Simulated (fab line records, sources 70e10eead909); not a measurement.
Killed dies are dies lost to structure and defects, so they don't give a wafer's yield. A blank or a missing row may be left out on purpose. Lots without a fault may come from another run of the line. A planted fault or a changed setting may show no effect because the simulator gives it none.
fab line records | flow nand_harc
record lots=14 wafers=42 last_day=33
route steps=1302 shown A_CHANNEL_FILL_D1@493 A_DECK1_JOINT@534 A_ONON_D2@557 END@1302
lots that met no fault: from a run of the same line without faults
start_h: hours from the record's first day to the start of the lot's first wafer shown | wait_h: hours since the lot's step before | " the same as in the row above | L1.1+2: a row that stands for several wafers | - no value, or no start given | * or withheld: withheld | < > ~ a bound
route shown NAME@n: a module of which the file shows steps, and the number in the route of the first | usual: mean/standard deviation of fault-free wafers | same: alike in all rows | chamber/n: place in a boat | sites: the reading at each site | _std_site: their standard deviation | _edge_site: outer sites' mean less inner sites' | radius_mm: how far each site lies from the wafer's centre | mask NAME#n: copy n | behind: the tool/chamber that last shaped the wafer | hold: why the lot was held/for how many hours/how that ended | device: the transistor (n, p or np) that didn't switch | end of line: the same wafers' tests at the end of the route | a step without rows: its recipe alone | killed: dies lost to structure and defects at the first sort, not the wafer's yield | map: a wafer's dies, x killed, . not, _ none there
set.NAME: the setting as run; set.NAME@STEP: as run at that earlier step | model.NAME: the simulator's own value behind a step, which no gauge read
steps of the route over a sample of lots; a table a step, a row a wafer
services: from which hour (start_h, from the record's first day; less than 0 if before it) a tool's chamber was out of use, for how many hours, and why
## steps
# step NHARC_A_CHANNEL_FILL_D1_ALD_03
# recipe target_thk_a=60 pulse_time_s=60 ald_cycles=58 temp_c=630 pressure_torr=2 material=SiNx
# usual precursor_pulse_height_rel=1.004/0.02
# columns lot.wafer tool chamber start_h wait_h precursor_pulse_height_rel
L448.1 ald_sin_batch-03 0 - - 1.016
L448.2 " 0 " " 1.035
L448.5 " 0 " " 0.992
L449.1 ald_sin_batch-03 0 - - 1.000
L449.2 " 0 " " 0.983
L449.3 " 0 " " 1.020
L450.1 ald_sin_batch-01 0 - - 0.991
L450.4 " 0 " " 1.012
L450.5 " 0 " " 1.013
L452.1 ald_sin_batch-01 0 - - 1.022
L452.3 " 0 " " 1.003
L452.5 " 0 " " 1.021
L454.2 ald_sin_batch-02 0 - - 0.963
L454.4 " 0 " " 0.974
L454.5 " 0 " " 0.986
L455.2 ald_sin_batch-03 0 - - 1.004
L455.3 " 0 " " 1.015
L455.6 " 0 " " 1.010
L456.2 ald_sin_batch-03 0 - - 1.038
L456.3 " 0 " " 0.995
L456.4 " 0 " " 1.015
L458.3 ald_sin_batch-03 0 - - 1.016
L458.4 " 0 " " 0.999
L458.5 " 0 " " 0.997
L457.2 ald_sin_batch-01 0 - - 0.980
L457.4 " 0 " " 1.016
L457.6 " 0 " " 1.014
L459.1 ald_sin_batch-02 0 - - 1.002
L459.5 " 0 " " 0.996
L459.6 " 0 " " 0.961
L460.1 ald_sin_batch-02 0 - - 0.972
L460.4 " 0 " " 1.004
L460.5 " 0 " " 1.014
L462.1 ald_sin_batch-01 0 - - 1.040
L462.2 " 0 " " 1.030
L462.4 " 0 " " 0.967
L470.2 ald_sin_batch-02 0 - - 1.005
L470.4 " 0 " " 0.961
L470.6 " 0 " " 1.029
L471.2 ald_sin_batch-02 0 - - 0.981
L471.5 " 0 " " 1.006
L471.6 " 0 " " 1.035
# step NHARC_A_DECK1_JOINT_DEP_06
# recipe target_thk_a=800 temp_c=65 material=SiOx
# columns lot.wafer tool chamber start_h wait_h
L448.1+2+5 fcvd-02 1,0,0 265.06 0.4
L449.2+1+3 fcvd-01 0,1,1 265.06 0.4
L450.1+4+5 fcvd-01 0 273.53 0.7
L452.1+3+5 fcvd-01 1,0,1 292.37 0.4
L454.2+4+5 fcvd-02 1,1,0 312.91 0.4
L455.2+3+6 fcvd-01 0,0,1 331.39 0.4
L456.2+3+4 fcvd-01 1,1,0 350.06 0.4
L458.3+4+5 fcvd-02 0,1,1 350.11 0.4
L457.2+4+6 fcvd-01 0,1,0 354.30 0.4
L459.1+6+5 fcvd-02 1,1,0 364.26 0.4
L460.1+4+5 fcvd-02 0,0,1 369.68 0.4
L462.2+1+4 fcvd-02 1,0,1 397.05 0.4
L471.2+5+6 fcvd-01 0,0,1 480.01 0.4
L470.2+4+6 fcvd-02 0,1,0 483.80 0.4
# step NHARC_A_DECK1_JOINT_THK_MEAS_17
# recipe thk_meas_gauge=ellipsometry
# usual thk_nm=45.0/1.2
# columns lot.wafer tool chamber start_h wait_h thk_nm
L448.1 film_metro-02 - 282.42 0.2 41.0
L448.2 " - " " 45.4
L448.5 " - " " 44.6
L449.1 film_metro-01 - 282.57 0.3 41.6
L449.2 " - " " 44.7
L449.3 " - " " 44.5
L450.1 film_metro-02 - 289.10 0.2 45.1
L450.4 " - " " 45.5
L450.5 " - " " 44.6
L452.1 film_metro-01 - 310.55 0.2 43.7
L452.3 " - " " 43.0
L452.5 " - " " 46.5
L454.2 film_metro-01 - 329.00 0.2 44.2
L454.4 " - " " 46.0
L454.5 " - " " 46.0
L455.2 film_metro-02 - 347.65 0.3 44.5
L455.3 " - " " 44.9
L455.6 " - " " 46.6
L456.2 film_metro-01 - 368.46 0.2 43.9
L456.3 " - " " 44.4
L456.4 " - " " 45.8
L458.3 film_metro-01 - 368.48 0.3 44.8
L458.4 " - " " 43.2
L458.5 " - " " 44.8
L457.2 film_metro-01 - 375.08 0.2 43.9
L457.4 " - " " 44.3
L457.6 " - " " 44.7
L459.1 film_metro-01 - 382.20 0.3 43.9
L459.5 " - " " 46.4
L459.6 " - " " 45.1
L460.1 film_metro-02 - 389.10 0.3 45.6
L460.4 " - " " 43.0
L460.5 " - " " 43.8
L462.1 film_metro-02 - 411.88 0.3 43.3
L462.2 " - " " 46.0
L462.4 " - " " 44.0
L471.2 film_metro-02 - 495.43 0.3 47.2
L471.5 " - " " 44.5
L471.6 " - " " 45.3
L470.2 film_metro-01 - 506.26 0.3 44.6
L470.4 " - " " 45.8
L470.6 " - " " 46.4
# step NHARC_A_ONON_D2_THK_MEAS_18
# recipe thk_meas_gauge=ellipsometry
# usual thk_nm=1001/8.7
# columns lot.wafer tool chamber start_h wait_h thk_nm
L448.1 film_metro-02 - 292.66 - 1009
L448.2 " - " " 1009
L448.5 " - " " 1008
L449.1 film_metro-01 - 292.66 - 985
L449.2 " - " " 987
L449.3 " - " " 987
L450.1 film_metro-01 - 299.99 - 1010
L450.4 " - " " 1007
L450.5 " - " " 1008
L452.1 film_metro-02 - 321.40 - 1007
L452.3 " - " " 1011
L452.5 " - " " 1008
L454.2 film_metro-02 - 339.85 - 994
L454.4 " - " " 993
L454.5 " - " " 997
L455.2 film_metro-02 - 358.43 - 994
L455.3 " - " " 993
L455.6 " - " " 993
L458.3 film_metro-01 - 379.03 - 1002
L458.4 " - " " 1003
L458.5 " - " " 1001
L456.2 film_metro-01 - 379.03 - 1010
L456.3 " - " " 1010
L456.4 " - " " 1010
L457.2 film_metro-01 - 388.70 - 1002
L457.4 " - " " 1000
L457.6 " - " " 1002
L459.1 film_metro-01 - 392.42 - 1000
L459.5 " - " " 1000
L459.6 " - " " 999
L460.1 film_metro-01 - 402.72 - 1013
L460.4 " - " " 1012
L460.5 " - " " 1014
L462.1 film_metro-01 - 422.11 - 987
L462.2 " - " " 988
L462.4 " - " " 988
L471.2 film_metro-02 - 505.87 - 1014
L471.5 " - " " 1016
L471.6 " - " " 1015
L470.2 film_metro-01 - 516.47 - 999
L470.4 " - " " 1001
L470.6 " - " " 997
# step NHARC_END_SORT_01
# recipe temp_c=25
# usual killed_at_array=50/14 killed_at_other=0.9/1 killed_at_periphery=3.9/2.5 killed_dies=55/15 killed_open=3.5/1.9 killed_short=2.5/1.7
# same gross_dies=677
# columns lot.wafer tool chamber start_h wait_h killed_at_array killed_at_other killed_at_periphery killed_dies killed_open killed_short
L462.1 prober-01 0 694.27 2.5 90 0 6 96 5 2
L462.2 prober-01 0 695.07 2.8 137 0 5 142 10 0
L462.4 prober-01 0 696.68 3.4 134 2 8 144 2 6
L460.1 prober-01 0 723.06 2.5 93 0 5 98 2 2
L460.4 prober-01 0 725.48 3.4 89 0 11 100 5 4
L460.5 prober-01 0 726.29 3.7 113 0 7 120 5 2
# killed by level:class
L462.1 A_DECK1_JOINT:unspecified=61 A_CHANNEL_HOLE_D1:chamber_film_flake=10 A_CHANNEL_HOLE_D2:chamber_film_flake=6 P_GATE:chamber_film_flake=3 A_CONTACT:chamber_film_flake=3 A_SLIT:chamber_film_flake=3 A_STAIRCASE:chamber_film_flake=2 A_M0:geometric_particle:open=2
L462.2 A_DECK1_JOINT:unspecified=71 A_CHANNEL_HOLE_D1:chamber_film_flake=36 A_CHANNEL_HOLE_D2:chamber_film_flake=14 A_CONTACT:chamber_film_flake=5 A_CHANNEL_FILL_D2:geometric_particle:open=3 A_CHANNEL_FILL_D1:geometric_particle:open=2 P_GATE:chamber_film_flake=2 A_SLIT:chamber_film_flake=2
L462.4 A_DECK1_JOINT:unspecified=69 A_CHANNEL_HOLE_D1:chamber_film_flake=37 A_CHANNEL_HOLE_D2:chamber_film_flake=17 P_GATE:chamber_film_flake=4 A_SLIT:chamber_film_flake=3 STARTING-WAFER:geometric_particle:short=2 P_STI:chamber_film_flake=2 A_CONTACT:chamber_film_flake=2
L460.1 A_DECK1_JOINT:unspecified=67 A_CHANNEL_HOLE_D1:chamber_film_flake=12 P_BONDPAD:chamber_film_flake=3 A_CHANNEL_HOLE_D2:chamber_film_flake=3 A_CONTACT:chamber_film_flake=3 A_STAIRCASE:chamber_film_flake=3 P_ZERO_WELL:geometric_particle:open=1 A_CHANNEL_FILL_D1:geometric_particle:short=1
L460.4 A_DECK1_JOINT:unspecified=57 A_CHANNEL_HOLE_D1:chamber_film_flake=12 A_CHANNEL_HOLE_D2:chamber_film_flake=10 P_M0:geometric_particle:open=4 P_BONDPAD:chamber_film_flake=4 A_SGD_CUT:chamber_film_flake=4 A_CHANNEL_FILL_D1:geometric_particle:short=2 P_CONTACT:geometric_particle:open=1
L460.5 A_DECK1_JOINT:unspecified=67 A_CHANNEL_HOLE_D2:chamber_film_flake=22 A_CHANNEL_HOLE_D1:chamber_film_flake=9 A_STAIRCASE:chamber_film_flake=3 A_WL_FILL:chamber_film_flake=3 P_GATE:geometric_particle:open=2 P_GATE:chamber_film_flake=2 A_SLIT:chamber_film_flake=2
## services
# columns tool chamber start_h hours kind
fcvd-01 - 187.97 13.0 pm
fcvd-01 0 187.97 13.0 vent_cycle
fcvd-01 1 187.97 13.0 vent_cycle
fcvd-01 0 200.97 - clean
fcvd-01 1 200.97 - clean
fcvd-01 1 220.71 9.9 repair
ald_sin_batch-02 - 266.00 26.0 pm
fcvd-02 - 269.00 13.0 pm
fcvd-02 0 269.00 13.0 vent_cycle
fcvd-02 1 269.00 13.0 vent_cycle
fcvd-02 0 282.00 - clean
fcvd-02 1 282.00 - clean
fcvd-02 - 304.64 0.6 repair
fcvd-01 - 368.97 13.0 pm
fcvd-01 0 368.97 13.0 vent_cycle
fcvd-01 1 368.97 13.0 vent_cycle
fcvd-01 0 381.97 - clean
fcvd-01 1 381.97 - clean
fcvd-01 - 386.78 0.2 repair
fcvd-02 - 450.00 13.0 pm
fcvd-02 0 450.00 13.0 vent_cycle
fcvd-02 1 450.00 23.2 vent_cycle
fcvd-02 0 463.00 - clean
## key
first_sign step=NHARC_END_SORT_01 reading=killed_dies direction=up sigmas=4.2 usual=55 struck=117
effect step=NHARC_END_SORT_01 reading=killed_at_array direction=up sigmas=4.2 usual=50 struck=109
more_kills_born_at NHARC_A_DECK1_JOINT_DEP_06@fcvd-02=392
met_at NHARC_A_DECK1_JOINT_DEP_06
struck_lots L460,L462
tester_left_out L460,L462
not_acting_at NHARC_A_CHANNEL_FILL_D1_ALD_03,NHARC_A_DECK1_JOINT_THK_MEAS_17,NHARC_A_ONON_D2_THK_MEAS_18
onset_between 364.26 369.68
fault kind=chamber_particle_source tool=fcvd-02 chamber=- onset_h=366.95 steps=NHARC_A_DECK1_JOINT_DEP_06 rate_per_visit_cm2=1.0492 end_h=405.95
# tester_left_out: of these lots the tester's yield and bins aren't shown, on N5 and GAA mostly nor the transistor test; their killed dies are dies lost to structure and defects alone, not to doping, threshold or leakage, so they don't give the yield
